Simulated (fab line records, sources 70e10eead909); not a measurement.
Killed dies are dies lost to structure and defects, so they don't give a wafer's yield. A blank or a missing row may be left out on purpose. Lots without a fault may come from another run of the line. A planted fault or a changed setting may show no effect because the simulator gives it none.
Chamber matching | flow nand_harc | NHARC_THIN_TSV_DEP_47 on pecvd-01: 3 sister chambers
The step deposits SiO2, target thk 200 nm. 6 wafers are shown with their chamber, then 7 later ones without.

WAFERS WITH THEIR CHAMBER
wafer  | chamber | throttle_valve_pct (%)
L406.1 | 2       | 15.7
L411.2 | 2       | 15.9
L411.3 | 0       | 15.9
L411.6 | 1       | 15.1
L414.1 | 1       | 15.4
L414.2 | 0       | 15.9

WAFERS WITHOUT THEIR CHAMBER
wafer  | throttle_valve_pct (%)
L414.3 | 15.6
L415.2 | 15.5
L415.5 | 15.7
L415.6 | 16.0
L416.1 | 16.1
L416.3 | 15.9
L416.5 | 15.3

WHICH CHAMBER EACH WENT THROUGH
wafer  | from the rows above          | in truth
L414.3 | can't be placed: 2 or 0 or 1 | 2
L415.2 | can't be placed: 1 or 2 or 0 | 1
L415.5 | can't be placed: 2 or 0      | 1
L415.6 | can't be placed: 0 or 2      | 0
L416.1 | can't be placed: 0 or 2      | 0
L416.3 | can't be placed: 0 or 2      | 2
L416.5 | 1                            | 1
Placed correctly: 1 of 7. Can't be placed from these rows: 6 (the true chamber is among the candidates in 5). Placed wrongly: 0.
How it was worked out, from the rows above alone: a wafer's distance from a chamber is the root of the sum, over the readings, of the square of ((its reading less the chamber's mean) divided by the reading's scatter). The wafer belongs to the nearest chamber; if the next one is less than 2 further off, it can't be placed. A chamber's mean is the mean of its shown wafers. The scatter: the root of (the sum of the squares of (reading less its chamber's mean) over the shown wafers, divided by (wafers less chambers)).
